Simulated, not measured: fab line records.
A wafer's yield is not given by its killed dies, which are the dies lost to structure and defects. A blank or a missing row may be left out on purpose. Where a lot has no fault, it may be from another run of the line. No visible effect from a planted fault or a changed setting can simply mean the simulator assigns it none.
Chamber matching || flow nand harc || NHARC_A_M0_DESCUM_14 on rie diel-07 has 4 sister chambers
The step chemistry O2, time 3 s. 7 wafers are shown with their chamber, then 8 later ones without.

## EACH WAFER AND ITS CHAMBER
{"wafer": "L130.3", "chamber": 3, "drypump motor current A (A)": 5.6, "oes product au (a.u.)": 1.005}
{"wafer": "L130.4", "chamber": 0, "drypump motor current A (A)": 5.7, "oes product au (a.u.)": 0.990}
{"wafer": "L134.5", "chamber": 2, "drypump motor current A (A)": 5.6, "oes product au (a.u.)": 0.987}
{"wafer": "L138.1", "chamber": 1, "drypump motor current A (A)": 5.0, "oes product au (a.u.)": 1.022}
{"wafer": "L138.5", "chamber": 3, "drypump motor current A (A)": 5.5, "oes product au (a.u.)": 1.010}
{"wafer": "L138.6", "chamber": 0, "drypump motor current A (A)": 5.7, "oes product au (a.u.)": 0.976}
{"wafer": "L139.1", "chamber": 1, "drypump motor current A (A)": 5.0, "oes product au (a.u.)": 1.011}

## WAFERS WHOSE CHAMBER IS MISSING
{"wafer": "L139.3", "drypump motor current A (A)": 5.7, "oes product au (a.u.)": 0.998}
{"wafer": "L139.5", "drypump motor current A (A)": 5.6, "oes product au (a.u.)": 1.000}
{"wafer": "L143.3", "drypump motor current A (A)": 5.6, "oes product au (a.u.)": 0.990}
{"wafer": "L143.4", "drypump motor current A (A)": 5.7, "oes product au (a.u.)": 0.986}
{"wafer": "L143.5", "drypump motor current A (A)": 5.7, "oes product au (a.u.)": 0.983}
{"wafer": "L149.4", "drypump motor current A (A)": 5.0, "oes product au (a.u.)": 1.009}
{"wafer": "L149.5", "drypump motor current A (A)": 5.6, "oes product au (a.u.)": 1.014}
{"wafer": "L149.6", "drypump motor current A (A)": 5.6, "oes product au (a.u.)": 1.004}

## WHICH CHAMBER EACH WENT THROUGH
{"wafer": "L139.3", "from the rows above": "can't be placed: 0 or 2 or 3", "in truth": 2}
{"wafer": "L139.5", "from the rows above": "can't be placed: 3 or 2 or 0", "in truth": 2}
{"wafer": "L143.3", "from the rows above": 2, "in truth": 2}
{"wafer": "L143.4", "from the rows above": 0, "in truth": 0}
{"wafer": "L143.5", "from the rows above": 0, "in truth": 0}
{"wafer": "L149.4", "from the rows above": 1, "in truth": 1}
{"wafer": "L149.5", "from the rows above": 3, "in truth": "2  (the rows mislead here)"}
{"wafer": "L149.6", "from the rows above": "can't be placed: 3 or 2", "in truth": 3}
Correctly placed: 4 of 8. Unplaceable from these rows: 3, with the true chamber sitting among the candidates in 3. Placed wrongly: 1.
How it was worked out, from the rows above alone: a wafer's distance from a chamber is the root of the sum, over the readings, of the square of ((its reading less the chamber's mean) divided by the reading's scatter). The wafer belongs to the nearest chamber; if the next one is less than 2 further off, it can't be placed. Each chamber's mean is taken over the wafers shown for it. The scatter: the root of (the sum of the squares of (reading less its chamber's mean) over the shown wafers, divided by (wafers less chambers)).
